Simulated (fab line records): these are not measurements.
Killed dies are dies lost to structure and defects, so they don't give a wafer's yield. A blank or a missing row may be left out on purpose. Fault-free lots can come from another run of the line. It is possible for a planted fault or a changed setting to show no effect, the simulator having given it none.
fab line records | flow n5Finfet
[record] lots = 9 | wafers = 27 | lastDay = 17
route steps=1938 shown FIN_SAQP@97 FIN_CUT@165 BEOL_M4@1111 PASSIVATION@1936
lots with no fault: from the same line, run without faults
startH: hours from the record's opening day to when the first of the lot's shown wafers began | waitH: time in hours since the lot's previous step | " unchanged from the row above | L1.1+2: a row that stands for several wafers | - no value present, or no start provided | * or withheld: withheld | < > ~ a bound
route shown NAME@n: NAME is a module with steps in the file, n the number in the route of the first one | usual: average and standard deviation across the fault-free wafers | same: alike in all rows | chamber/n: place in a boat | sites: the reading at each site | _std_site: standard deviation of those values | _edge_site: inner sites' mean taken away from outer sites' mean | radiusMm: how far each site lies from the wafer's centre | mask NAME#n: copy n | behind: the most recent tool/chamber to have shaped the wafer | hold: the reason the lot was held/the length of the hold in hours/how it ended | device: the transistor (n, p or np) that didn't switch | end of line: tests of these same wafers at the route's end | a step with no rows: only its recipe | killed: count of dies lost to structure and defects at first sort (not the wafer's yield) | map: per-die view of a wafer (x killed, . not killed, _ where there is no die)
set.NAME: the setting that was run; set.NAME@STEP: the one run at that earlier step | model.NAME: the simulator's own value behind a step, which no gauge read
steps of the route over a sample of lots; a table a step, a row a wafer
services: when a tool's chamber went out of use (startH, in hours from the record's first day, below 0 if earlier), for how many hours, and the reason
[[steps]]
[step N5_FIN_SAQP_THK_MEAS_05]
[usual] thkNm = 37.9/0.54
lot.wafer | tool         | chamber | startH | waitH | thkNm
L562.3    | filmMetro-01 | -       | 20.85  | 0.1   | 37.5
L562.4    | "            | -       | "      | "     | 37.5
L562.6    | "            | -       | "      | "     | 37.7
L563.1    | filmMetro-01 | -       | 27.73  | 0.1   | 38.0
L563.2    | "            | -       | "      | "     | 37.2
L563.4    | "            | -       | "      | "     | 37.9
L564.2    | filmMetro-01 | -       | 32.84  | 0.1   | 38.2
L564.3    | "            | -       | "      | "     | 37.9
L564.5    | "            | -       | "      | "     | 38.3
L565.1    | filmMetro-02 | -       | 38.81  | 0.1   | 37.9
L565.3    | "            | -       | "      | "     | 38.3
L565.5    | "            | -       | "      | "     | 38.9
L566.1    | filmMetro-01 | -       | 44.78  | 0.1   | 38.4
L566.3    | "            | -       | "      | "     | 38.3
L566.6    | "            | -       | "      | "     | 39.0
L576.4    | filmMetro-01 | -       | 105.39 | 0.0   | 38.1
L576.5    | "            | -       | "      | "     | 38.4
L576.6    | "            | -       | "      | "     | 38.5
L579.1    | filmMetro-01 | -       | 124.97 | 0.1   | 37.4
L579.2    | "            | -       | "      | "     | 37.4
L579.4    | "            | -       | "      | "     | 37.8
L581.1    | filmMetro-01 | -       | 134.78 | 0.1   | 37.8
L581.3    | "            | -       | "      | "     | 37.5
L581.4    | "            | -       | "      | "     | 38.4
L582.1    | filmMetro-02 | -       | 140.77 | 0.1   | 37.8
L582.3    | "            | -       | "      | "     | 37.9
L582.4    | "            | -       | "      | "     | 38.1
[step N5_FIN_SAQP_HM_DEP_72]
[recipe] material = SiO2 | targetThkA = 120 | tempC = 400 | precursor = SiH4/N2O | pressureTorr = 0.75 | rfW = 275 | timeS = 7.2
[usual] chamberPressureTorr = 0.7499/0.0016 | heaterPowerW = 789/74 | showerheadPlenumPTorr = 8.11/0.1
lot.wafer | tool     | chamber | startH | waitH | chamberPressureTorr | heaterPowerW | showerheadPlenumPTorr | sinceWetCleanH
L562.3    | pecvd-03 | 2       | 21.09  | 0.0   | 0.7493              | 742          | 8.18                  | 1994
L562.4    | "        | 1       | "      | "     | 0.7510              | 771          | 7.99                  | -
L562.6    | "        | 0       | "      | "     | 0.7492              | 867          | 8.00                  | -
L563.1    | pecvd-03 | 1       | 28.04  | 0.0   | 0.7503              | 751          | 7.98                  | 1276
L563.2    | "        | 0       | "      | "     | 0.7490              | 940          | 8.04                  | 551
L563.4    | "        | 2       | "      | "     | 0.7492              | 813          | 8.18                  | -
L564.2    | pecvd-03 | 0       | 33.09  | 0.0   | 0.7489              | 871          | 8.01                  | 556
L564.3    | "        | 2       | "      | "     | 0.7506              | 796          | 8.16                  | 2006
L564.5    | "        | 1       | "      | "     | 0.7473              | 781          | 7.96                  | -
L565.1    | pecvd-03 | 1       | 39.12  | 0.0   | 0.7519              | 764          | 7.99                  | 1287
L565.3    | "        | 0       | "      | "     | 0.7509              | 895          | 8.03                  | 562
L565.5    | "        | 2       | "      | "     | 0.7514              | 735          | 8.19                  | -
L566.1    | pecvd-02 | 1       | 45.02  | 0.0   | 0.7493              | 920          | 8.01                  | 1836
L566.3    | "        | 2       | "      | "     | 0.7499              | 781          | 8.04                  | 357
L566.6    | "        | 0       | "      | "     | 0.7489              | 743          | 8.17                  | -
L576.4    | pecvd-04 | 2       | 105.65 | 0.1   | 0.7503              | 812          | 8.15                  | -
L576.5    | "        | 0       | "      | "     | 0.7490              | 687          | 8.31                  | -
L576.6    | "        | 1       | "      | "     | 0.7522              | 720          | 8.22                  | -
L579.1    | pecvd-02 | 0       | 125.22 | 0.0   | 0.7517              | 774          | 8.17                  | 1192
L579.2    | "        | 2       | "      | "     | 0.7516              | 685          | 8.03                  | 438
L579.4    | "        | 2       | "      | "     | 0.7500              | 690          | 8.02                  | -
L581.1    | pecvd-03 | 1       | 135.03 | 0.0   | 0.7495              | 812          | 7.99                  | 1383
L581.3    | "        | 0       | "      | "     | 0.7491              | 867          | 8.03                  | 658
L581.4    | "        | 2       | "      | "     | 0.7534              | 700          | 8.17                  | -
L582.1    | pecvd-03 | 2       | 141.01 | 0.0   | 0.7525              | 809          | 8.18                  | 2114
L582.3    | "        | 1       | "      | "     | 0.7467              | 823          | 8.00                  | 1389
L582.4    | "        | 2       | "      | "     | 0.7509              | 795          | 8.19                  | -
[step N5_FIN_SAQP_CD_MEAS_16]
[recipe] targetCdNm = 35.6 | landingEnergyEv = 500 | detector = seInlens
[usual] cdNm = 35.6/0.34
[same] landingEnergyEv = 500
lot.wafer | tool     | chamber | startH | waitH | cdNm
L562.3    | cdSem-02 | 0       | 21.42  | -     | 35.9
L562.4    | "        | 0       | "      | "     | 35.8
L562.6    | "        | 0       | "      | "     | 35.8
L563.1    | cdSem-02 | 0       | 28.49  | -     | 35.8
L563.2    | "        | 0       | "      | "     | 35.6
L563.4    | "        | 0       | "      | "     | 36.4
L564.2    | cdSem-02 | 0       | 33.56  | -     | 35.2
L564.3    | "        | 0       | "      | "     | 35.4
L564.5    | "        | 0       | "      | "     | 35.6
L565.1    | cdSem-02 | 0       | 39.58  | -     | 35.4
L565.3    | "        | 0       | "      | "     | 35.5
L565.5    | "        | 0       | "      | "     | 35.4
L566.1    | cdSem-01 | 0       | 45.47  | -     | 36.2
L566.3    | "        | 0       | "      | "     | 36.1
L566.6    | "        | 0       | "      | "     | 35.6
L576.4    | cdSem-02 | 0       | 106.09 | -     | 35.4
L576.5    | "        | 0       | "      | "     | 35.7
L576.6    | "        | 0       | "      | "     | 35.1
L579.1    | cdSem-03 | 0       | 125.66 | -     | 35.7
L579.2    | "        | 0       | "      | "     | 35.3
L579.4    | "        | 0       | "      | "     | 35.3
L581.1    | cdSem-01 | 0       | 135.35 | -     | 35.1
L581.3    | "        | 0       | "      | "     | 35.0
L581.4    | "        | 0       | "      | "     | 35.0
L582.1    | cdSem-03 | 0       | 141.33 | -     | 36.0
L582.3    | "        | 0       | "      | "     | 36.2
L582.4    | "        | 0       | "      | "     | 35.8
[step N5_FIN_SAQP_INSPECT_18]
[recipe] mode = adi | inspectInstrument = brightfield
[usual] rawDefectCount = 412/100
lot.wafer | tool             | chamber | startH | waitH | rawDefectCount
L562.3    | defectInspect-02 | -       | 21.48  | 0.0   | 496
L562.4    | "                | -       | "      | "     | 425
L562.6    | "                | -       | "      | "     | 699
L563.1    | defectInspect-01 | -       | 28.55  | 0.0   | 441
L563.2    | "                | -       | "      | "     | 409
L563.4    | "                | -       | "      | "     | 407
L564.2    | defectInspect-02 | -       | 33.62  | 0.0   | 1335
L564.3    | "                | -       | "      | "     | 391
L564.5    | "                | -       | "      | "     | 357
L565.1    | defectInspect-02 | -       | 39.64  | 0.0   | 273
L565.3    | "                | -       | "      | "     | 1170
L565.5    | "                | -       | "      | "     | 274
L566.1    | defectInspect-02 | -       | 45.53  | 0.0   | 502
L566.3    | "                | -       | "      | "     | 401
L566.6    | "                | -       | "      | "     | 411
L576.4    | defectInspect-01 | -       | 106.14 | 0.0   | 371
L576.5    | "                | -       | "      | "     | 646
L576.6    | "                | -       | "      | "     | 407
L579.1    | defectInspect-02 | -       | 125.73 | 0.0   | 342
L579.2    | "                | -       | "      | "     | 277
L579.4    | "                | -       | "      | "     | 211
L581.1    | defectInspect-02 | -       | 135.41 | 0.0   | 413
L581.3    | "                | -       | "      | "     | 431
L581.4    | "                | -       | "      | "     | 428
L582.1    | defectInspect-01 | -       | 141.40 | 0.0   | 423
L582.3    | "                | -       | "      | "     | 505
L582.4    | "                | -       | "      | "     | 404
[step N5_FIN_SAQP_MANDREL_ETCH_22]
[recipe] targetDepthA = 600 | chemistry = HBr/Cl2 | target = a-Si | stopOn = SiNx | btTimeS = 10 | overEtchFrac = 0.5 | timeS = 30 | pressureMtorr = 10 | icpW = 800 | biasW = 75 | HBr_flow_sccm = 150 | Cl2_flow_sccm = 80 | ends = endPoint
[usual] drypumpMotorCurrentA = 5.7/0.37 | oesProductAu = 0.773/0.013 | throttleValvePct = 35.30/0.28
[same] overEtchFrac = 0.5
lot.wafer | tool     | chamber | startH | waitH | drypumpMotorCurrentA | oesProductAu | rfHoursCounterH | throttleValvePct
L562.3    | rieSi-03 | 0       | 21.79  | 0.0   | 5.7                  | 0.779        | 107             | 35.27
L562.4    | "        | 3       | "      | "     | 5.1                  | 0.772        | 176             | 35.85
L562.6    | "        | 0       | "      | "     | 5.7                  | 0.786        | -               | 35.25
L563.1    | rieSi-06 | 2       | 29.13  | 0.0   | 5.9                  | 0.764        | 88              | 35.67
L563.2    | "        | 0       | "      | "     | 5.8                  | 0.762        | 12              | 35.19
L563.4    | "        | 1       | "      | "     | 5.7                  | 0.747        | 30              | 35.01
L564.2    | rieSi-03 | 2       | 33.94  | 0.0   | 5.0                  | 0.768        | 94              | 35.35
L564.3    | "        | 1       | "      | "     | 6.3                  | 0.770        | 126             | 35.14
L564.5    | "        | 3       | "      | "     | 5.1                  | 0.780        | -               | 35.84
L565.1    | rieSi-03 | 2       | 39.96  | 0.0   | 5.0                  | 0.766        | 94              | 35.36
L565.3    | "        | 0       | "      | "     | 5.8                  | 0.777        | 107             | 35.26
L565.5    | "        | 2       | "      | "     | 5.0                  | 0.780        | -               | 35.34
L566.1    | rieSi-06 | 3       | 45.85  | 0.0   | 6.2                  | 0.786        | 143             | 35.09
L566.3    | "        | 1       | "      | "     | 5.7                  | 0.760        | 31              | 35.01
L566.6    | "        | 3       | "      | "     | 6.2                  | 0.786        | -               | 35.07
L576.4    | rieSi-06 | 0       | 106.56 | 0.0   | 5.8                  | 0.784        | 14              | 35.17
L576.5    | "        | 3       | "      | "     | 6.1                  | 0.780        | -               | 35.11
L576.6    | "        | 2       | "      | "     | 5.9                  | 0.763        | -               | 35.68
L579.1    | rieSi-06 | 1       | 126.04 | 0.0   | 5.7                  | 0.749        | 32              | 35.03
L579.2    | "        | 2       | "      | "     | 5.9                  | 0.768        | 90              | 35.69
L579.4    | "        | 0       | "      | "     | 5.8                  | 0.781        | 14              | 35.15
L581.1    | rieSi-06 | 1       | 135.73 | 0.0   | 5.7                  | 0.744        | 33              | 35.05
L581.3    | "        | 0       | "      | "     | 5.8                  | 0.778        | 14              | 35.18
L581.4    | "        | 3       | "      | "     | 6.2                  | 0.781        | 145             | 35.10
L582.1    | rieSi-06 | 2       | 142.50 | 0.0   | 5.9                  | 0.772        | 90              | 35.66
L582.3    | "        | 0       | "      | "     | 5.8                  | 0.771        | 15              | 35.16
L582.4    | "        | 3       | "      | "     | 6.2                  | 0.771        | 145             | 35.10
[step N5_FIN_SAQP_INSPECT_40]
[recipe] inspectInstrument = brightfield | mode = aei
[usual] rawDefectCount = 223/57
lot.wafer | tool             | chamber | startH | waitH | rawDefectCount
L562.3    | defectInspect-01 | -       | 28.03  | 0.0   | 282
L562.4    | "                | -       | "      | "     | 200
L562.6    | "                | -       | "      | "     | 158
L563.1    | defectInspect-01 | -       | 33.11  | 0.0   | 249
L563.2    | "                | -       | "      | "     | 229
L563.4    | "                | -       | "      | "     | 341
L564.2    | defectInspect-01 | -       | 39.12  | 0.0   | 1028
L564.3    | "                | -       | "      | "     | 217
L564.5    | "                | -       | "      | "     | 150
L565.1    | defectInspect-02 | -       | 44.66  | 0.0   | 175
L565.3    | "                | -       | "      | "     | 1072
L565.5    | "                | -       | "      | "     | 144
L566.1    | defectInspect-01 | -       | 49.98  | 0.0   | 192
L566.3    | "                | -       | "      | "     | 202
L566.6    | "                | -       | "      | "     | 311
L576.4    | defectInspect-01 | -       | 112.47 | 0.0   | 175
L576.5    | "                | -       | "      | "     | 219
L576.6    | "                | -       | "      | "     | 180
L579.1    | defectInspect-02 | -       | 130.37 | 0.0   | 132
L579.2    | "                | -       | "      | "     | 191
L579.4    | "                | -       | "      | "     | 169
L581.1    | defectInspect-02 | -       | 140.18 | 0.0   | 278
L581.3    | "                | -       | "      | "     | 174
L581.4    | "                | -       | "      | "     | 252
L582.1    | defectInspect-01 | -       | 146.75 | 0.0   | 222
L582.3    | "                | -       | "      | "     | 176
L582.4    | "                | -       | "      | "     | 203
[step N5_FIN_CUT_INSPECT_10]
[recipe] mode = adi | inspectInstrument = brightfield
[usual] rawDefectCount = 41/11
lot.wafer | tool             | chamber | startH | waitH | rawDefectCount
L562.3    | defectInspect-02 | -       | 28.55  | 0.0   | 52
L562.4    | "                | -       | "      | "     | 31
L562.6    | "                | -       | "      | "     | 36
L563.1    | defectInspect-01 | -       | 33.62  | 0.1   | 63
L563.2    | "                | -       | "      | "     | 49
L563.4    | "                | -       | "      | "     | 58
L564.2    | defectInspect-01 | -       | 39.51  | 0.0   | 908
L564.3    | "                | -       | "      | "     | 45
L564.5    | "                | -       | "      | "     | 28
L565.1    | defectInspect-01 | -       | 45.05  | 0.1   | 35
L565.3    | "                | -       | "      | "     | 950
L565.5    | "                | -       | "      | "     | 20
L566.1    | defectInspect-02 | -       | 50.50  | 0.1   | 34
L566.3    | "                | -       | "      | "     | 32
L566.6    | "                | -       | "      | "     | 41
L576.4    | defectInspect-02 | -       | 112.99 | 0.0   | 33
L576.5    | "                | -       | "      | "     | 28
L576.6    | "                | -       | "      | "     | 42
L579.1    | defectInspect-02 | -       | 130.78 | 0.1   | 29
L579.2    | "                | -       | "      | "     | 42
L579.4    | "                | -       | "      | "     | 36
L581.1    | defectInspect-01 | -       | 140.58 | 0.1   | 52
L581.3    | "                | -       | "      | "     | 36
L581.4    | "                | -       | "      | "     | 50
L582.1    | defectInspect-01 | -       | 147.30 | 0.1   | 30
L582.3    | "                | -       | "      | "     | 31
L582.4    | "                | -       | "      | "     | 29
[step N5_BEOL_M4_RC_MEAS_101]
[usual] DIBL_N = 35.8/1.5 | DIBL_P = 35.8/1.7 | IOFF_N = 0.151/0.022 | IOFF_P = 0.204/0.027 | ION_N = 673/8.6 | ION_P = 462/5.4 | SS_N = 71.4/0.54 | SS_P = 73.3/0.56 | VT_N = 250.5/2.6 | VT_P = -251/3.1
lot.wafer | tool      | chamber | startH | waitH | DIBL_N[mV/V] | DIBL_P[mV/V] | IOFF_N[nA/um] | IOFF_P[nA/um] | ION_N[uA/um] | ION_P[uA/um] | SS_N[mV/dec] | SS_P[mV/dec] | VT_N[mV] | VT_P[mV]
L562.3    | prober-01 | 0       | 174.78 | 0.6   | 38.2         | 37.5         | 0.189         | 0.202         | 675          | 452          | 71.7         | 74.4         | 250.0    | -250
L562.4    | "         | 0       | "      | "     | 35.8         | 35.9         | 0.159         | 0.170         | 684          | 457          | 71.4         | 73.3         | 247.6    | -254
L562.6    | "         | 0       | "      | "     | 35.6         | 35.2         | 0.153         | 0.171         | 670          | 454          | 71.3         | 73.4         | 249.0    | -253
L563.1    | prober-01 | 0       | 195.01 | 0.0   | 36.7         | 36.4         | 0.153         | 0.202         | 689          | 467          | 71.5         | 73.5         | 251.2    | -252
L563.2    | "         | 0       | "      | "     | 38.6         | 38.9         | 0.196         | 0.240         | 686          | 472          | 71.4         | 74.0         | 245.2    | -247
L563.4    | "         | 0       | "      | "     | 35.3         | 34.2         | 0.126         | 0.182         | 673          | 462          | 70.3         | 72.3         | 252.9    | -250
L565.1    | prober-02 | 0       | 196.97 | 0.0   | 35.3         | 37.1         | 0.145         | 0.209         | 673          | 460          | 72.4         | 73.7         | 251.0    | -248
L565.3    | "         | 0       | "      | "     | 35.8         | 37.9         | 0.164         | 0.219         | 684          | 470          | 71.9         | 73.7         | 247.8    | -249
L565.5    | "         | 0       | "      | "     | 37.2         | 39.1         | 0.180         | 0.228         | 675          | 462          | 71.2         | 74.0         | 246.9    | -250
L564.2    | prober-02 | 0       | 200.02 | 0.2   | 36.6         | 38.6         | 0.191         | 0.231         | 677          | 460          | 72.1         | 73.5         | 248.0    | -251
L564.3    | "         | 0       | "      | "     | 37.6         | 39.3         | 0.206         | 0.252         | 685          | 470          | 72.5         | 74.6         | 244.0    | -247
L564.5    | "         | 0       | "      | "     | 36.5         | 38.5         | 0.187         | 0.234         | 674          | 464          | 72.7         | 74.6         | 248.2    | -247
L566.1    | prober-01 | 0       | 201.71 | 0.0   | 35.7         | 35.7         | 0.134         | 0.195         | 666          | 460          | 70.8         | 73.8         | 251.8    | -251
L566.3    | "         | 0       | "      | "     | 37.4         | 38.1         | 0.174         | 0.230         | 678          | 464          | 72.0         | 73.9         | 247.8    | -248
L566.6    | "         | 0       | "      | "     | 36.9         | 38.1         | 0.166         | 0.226         | 674          | 465          | 71.2         | 73.9         | 247.5    | -248
L576.4    | prober-02 | 0       | 262.43 | 0.5   | 36.1         | 36.3         | 0.154         | 0.225         | 681          | 468          | 71.6         | 73.2         | 248.3    | -248
L576.5    | "         | 0       | "      | "     | 38.3         | 38.2         | 0.175         | 0.267         | 670          | 467          | 72.2         | 74.2         | 247.9    | -244
L576.6    | "         | 0       | "      | "     | 36.5         | 37.3         | 0.153         | 0.239         | 673          | 469          | 70.9         | 72.9         | 251.3    | -248
L579.1    | prober-01 | 0       | 277.76 | 0.0   | 35.9         | 34.7         | 0.143         | 0.183         | 681          | 462          | 71.0         | 73.4         | 251.3    | -252
L579.2    | "         | 0       | "      | "     | 35.9         | 34.7         | 0.135         | 0.176         | 662          | 454          | 71.6         | 72.7         | 252.8    | -254
L579.4    | "         | 0       | "      | "     | 35.1         | 34.3         | 0.128         | 0.175         | 663          | 456          | 71.0         | 73.2         | 253.3    | -253
L581.1    | prober-01 | 0       | 293.58 | 0.0   | 35.5         | 35.9         | 0.154         | 0.236         | 683          | 470          | 71.2         | 73.3         | 249.0    | -248
L581.3    | "         | 0       | "      | "     | 34.6         | 34.2         | 0.140         | 0.209         | 671          | 460          | 71.5         | 73.4         | 249.2    | -248
L581.4    | "         | 0       | "      | "     | 34.8         | 34.8         | 0.146         | 0.215         | 678          | 466          | 71.4         | 73.5         | 249.4    | -249
L582.1    | prober-02 | 0       | 296.62 | 0.0   | 37.3         | 36.4         | 0.142         | 0.227         | 665          | 462          | 72.2         | 74.1         | 252.5    | -248
L582.3    | "         | 0       | "      | "     | 37.9         | 36.9         | 0.149         | 0.240         | 675          | 470          | 71.3         | 73.2         | 251.5    | -247
L582.4    | "         | 0       | "      | "     | 36.8         | 36.5         | 0.144         | 0.223         | 667          | 467          | 71.2         | 73.3         | 251.5    | -249
[step N5_PASSIVATION_PROBE_49]
[usual] defectLimitedYield = 91.3/1.4 | killed_at_M0_to_M3 = 33/10 | killed_at_M4_up = 15/6.1 | killedAtContacts = 12/6.7 | killedAtFrontEnd = 39/11 | killedAtOther = 4/3.3 | killedDies = 103/16 | killedOpen = 68/12 | killedShort = 34/7.2 | sort_bin_5_function = 5.1/0.88 | sort_bin_6_memory = 3.3/0.67 | sortNPass = 1077/16 | sortYieldPct = 91.3/1.4
[same] grossDies = 1180 | killedAtBackSide = 0 | sort_bin_4_leakage[%] = 0 | sort_bin_8_speed[%] = 0
lot.wafer | tool      | chamber | startH | waitH | defectLimitedYield[%] | killed_at_M0_to_M3 | killed_at_M4_up | killedAtContacts | killedAtFrontEnd | killedAtOther | killedDies | killedOpen | killedShort | sort_bin_5_function[%] | sort_bin_6_memory[%] | sortNPass | sortYieldPct[%]
L564.2    | prober-02 | -       | 309.95 | 0.1   | 80.8                  | 29                 | 14              | 12               | 170              | 1             | 226        | 56         | 20          | 11.9                   | 3.9                  | 954       | 80.8
L564.3    | prober-02 | -       | 310.00 | 0.1   | 93.1                  | 28                 | 8               | 13               | 29               | 3             | 81         | 54         | 26          | 4.2                    | 2.6                  | 1099      | 93.1
L564.5    | prober-02 | -       | 310.10 | 0.2   | 89.8                  | 53                 | 11              | 11               | 40               | 5             | 120        | 77         | 41          | 5.8                    | 3.9                  | 1060      | 89.8
L565.1    | prober-02 | -       | 316.95 | 0.0   | 93.2                  | 24                 | 6               | 13               | 30               | 7             | 80         | 52         | 28          | 3.4                    | 3.2                  | 1100      | 93.2
L565.3    | prober-02 | -       | 317.05 | 0.1   | 80.2                  | 28                 | 9               | 7                | 188              | 2             | 234        | 60         | 32          | 13.1                   | 4.2                  | 946       | 80.2
L565.5    | prober-02 | -       | 317.15 | 0.2   | 92.1                  | 33                 | 12              | 7                | 39               | 2             | 93         | 71         | 22          | 4.2                    | 3.4                  | 1087      | 92.1
// killed by level:class
L564.2 FIN_SAQP:unspecified=145 MOL_CONTACT_COAG:geometricParticle:open=8 DUMMY_GATE:geometricParticle:open=7 BEOL_M1:geometricParticle:open=7 BEOL_M3:geometricParticle:open=7 FIN_SAQP:geometricParticle:short=5 BEOL_M0:geometricParticle:open=5 FIN_SAQP:geometricParticle:open=4
L564.3 BEOL_M2:geometricParticle:open=10 MOL_CONTACT_COAG:geometricParticle:open=7 BEOL_M0:geometricParticle:open=7 MOL_CONTACT_COAG:geometricParticle:short=6 STARTING-WAFER:geometricParticle:open=6 FIN_SAQP:geometricParticle:short=4 STI_FIN_REVEAL:geometricParticle:open=4 BEOL_M3:geometricParticle:open=4
L564.5 BEOL_M0_SAQP:geometricParticle:open=19 BEOL_M0_SAQP:geometricParticle:short=11 STI_FIN_REVEAL:geometricParticle:open=10 MOL_CONTACT_COAG:geometricParticle:open=8 FIN_SAQP:geometricParticle:short=7 BEOL_M1:geometricParticle:open=7 BEOL_M3:geometricParticle:open=7 STI_FIN_REVEAL:geometricParticle:short=5
L565.1 MOL_CONTACT_COAG:geometricParticle:open=11 FIN_SAQP:geometricParticle:open=7 FIN_SAQP:geometricParticle:short=7 BEOL_M1:geometricParticle:open=6 BEOL_M2:geometricParticle:open=5 STI_FIN_REVEAL:geometricParticle:open=4 ILD0:geometricParticle:short=4 BEOL_M3:geometricParticle:open=4
L565.3 FIN_SAQP:unspecified=141 FIN_SAQP:geometricParticle:open=13 FIN_SAQP:geometricParticle:short=8 BEOL_M2:geometricParticle:open=7 BEOL_M0:geometricParticle:open=6 BEOL_M1:geometricParticle:open=5 DUMMY_GATE:geometricParticle:open=4 ILD0:geometricParticle:open=4
L565.5 FIN_SAQP:geometricParticle:open=17 DUMMY_GATE:geometricParticle:open=10 BEOL_M2:geometricParticle:open=8 BEOL_M4:geometricParticle:open=6 MOL_CONTACT_COAG:geometricParticle:open=5 BEOL_M0:geometricParticle:open=5 BEOL_M1:geometricParticle:open=5 STI_FIN_REVEAL:geometricParticle:open=4
[[services]]
tool     | chamber | startH | hours | kind
pecvd-02 | -       | 8.86   | 1.3   | repair
pecvd-04 | 2       | 12.20  | 5.5   | scheduledDown
pecvd-02 | -       | 14.08  | 0.3   | repair
pecvd-04 | 2       | 21.12  | -     | clean
pecvd-04 | 2       | 21.12  | -     | consumableReplace:showerhead
pecvd-04 | 2       | 21.12  | 29.0  | scheduledDown
pecvd-04 | 2       | 21.12  | 29.0  | ventCycle
pecvd-04 | -       | 24.74  | 1.3   | repair
pecvd-02 | -       | 34.65  | 6.0   | pm
pecvd-04 | -       | 40.83  | 2.1   | repair
rieSi-03 | 2       | 44.28  | 3.4   | repair
pecvd-04 | -       | 50.00  | 5.5   | pm
pecvd-03 | 0       | 71.59  | 5.5   | scheduledDown
pecvd-02 | -       | 72.10  | 6.9   | repair
pecvd-03 | 1       | 83.02  | 2.1   | scheduledDown
pecvd-04 | -       | 84.63  | 2.7   | repair
rieSi-06 | -       | 99.55  | 0.6   | repair
pecvd-03 | -       | 104.19 | 1.8   | repair
[[key]]
[firstSign] step = N5_FIN_SAQP_INSPECT_18 | reading = rawDefectCount | direction = up | sigmas = 8.3 | usual = 412 | struck = 1252
[effect] step = N5_FIN_SAQP_INSPECT_40 | reading = rawDefectCount | direction = up | sigmas = 14 | usual = 223 | struck = 1050
[effect] step = N5_FIN_CUT_INSPECT_10 | reading = rawDefectCount | direction = up | sigmas = 79 | usual = 41 | struck = 929
[effect] step = N5_PASSIVATION_PROBE_49 | reading = killedAtFrontEnd | direction = up | sigmas = 12 | usual = 39 | struck = 179
[moreKillsBornAt] N5_FIN_SAQP_HM_DEP_72@pecvd-03 = 286
metAt N5_FIN_SAQP_HM_DEP_72
struckLots L564,L565
struckWafers L564.2,L565.3
notActingAt N5_FIN_SAQP_THK_MEAS_05,N5_FIN_SAQP_CD_MEAS_16,N5_FIN_SAQP_MANDREL_ETCH_22
onsetBetween 28.04 33.09
[fault] kind = chamberParticleSource | tool = pecvd-03 | chamber = 0 | onsetH = 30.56 | steps = N5_FIN_SAQP_HM_DEP_72 | ratePerVisitCm2 = 1.3528 | endH = 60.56
